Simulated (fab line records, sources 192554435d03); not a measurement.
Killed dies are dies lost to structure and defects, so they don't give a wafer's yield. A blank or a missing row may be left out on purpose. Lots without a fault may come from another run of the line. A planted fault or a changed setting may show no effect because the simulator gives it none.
Chamber matching | flow n5_finfet | N5_GATE_CUT_ETCH_19 on rie_diel-03: 4 sister chambers
The step etches SiNx in CH3F/O2, target depth 53.7 nm, time 76.7 s. 4 wafers are shown with their chamber, then 10 later ones without.

WAFERS WITH THEIR CHAMBER
wafer  | chamber | drypump_motor_current_A (A)
L088.2 | 3       | 6.6
L088.6 | 0       | 5.3
L091.1 | 1       | 4.8
L091.2 | 2       | 5.7

WAFERS WITHOUT THEIR CHAMBER
wafer  | drypump_motor_current_A (A)
L091.6 | 5.3
L092.3 | 5.3
L092.4 | 4.8
L092.5 | 6.7
L093.2 | 5.3
L093.4 | 4.8
L093.5 | 5.3
L097.1 | 6.6
L097.2 | 5.7
L097.6 | 4.8

WHICH CHAMBER EACH WENT THROUGH
wafer  | from the rows above | in truth
L091.6 | 0                   | 0
L092.3 | 0                   | 0
L092.4 | 1                   | 1
L092.5 | 3                   | 3
L093.2 | 0                   | 0
L093.4 | 1                   | 1
L093.5 | 0                   | 0
L097.1 | 3                   | 3
L097.2 | 2                   | 2
L097.6 | 1                   | 1
Placed correctly: 10 of 10. Can't be placed from these rows: 0. Placed wrongly: 0.
How it was worked out, from the rows above alone: a wafer's distance from a chamber is the root of the sum, over the readings, of the square of ((its reading less the chamber's mean) divided by the reading's scatter). The wafer belongs to the nearest chamber; if the next one is less than 2 further off, it can't be placed. A chamber's mean is the mean of its shown wafers. The scatter: with one shown wafer a chamber, the root of the mean of the squares of how far each hidden wafer lies from its nearest shown one.
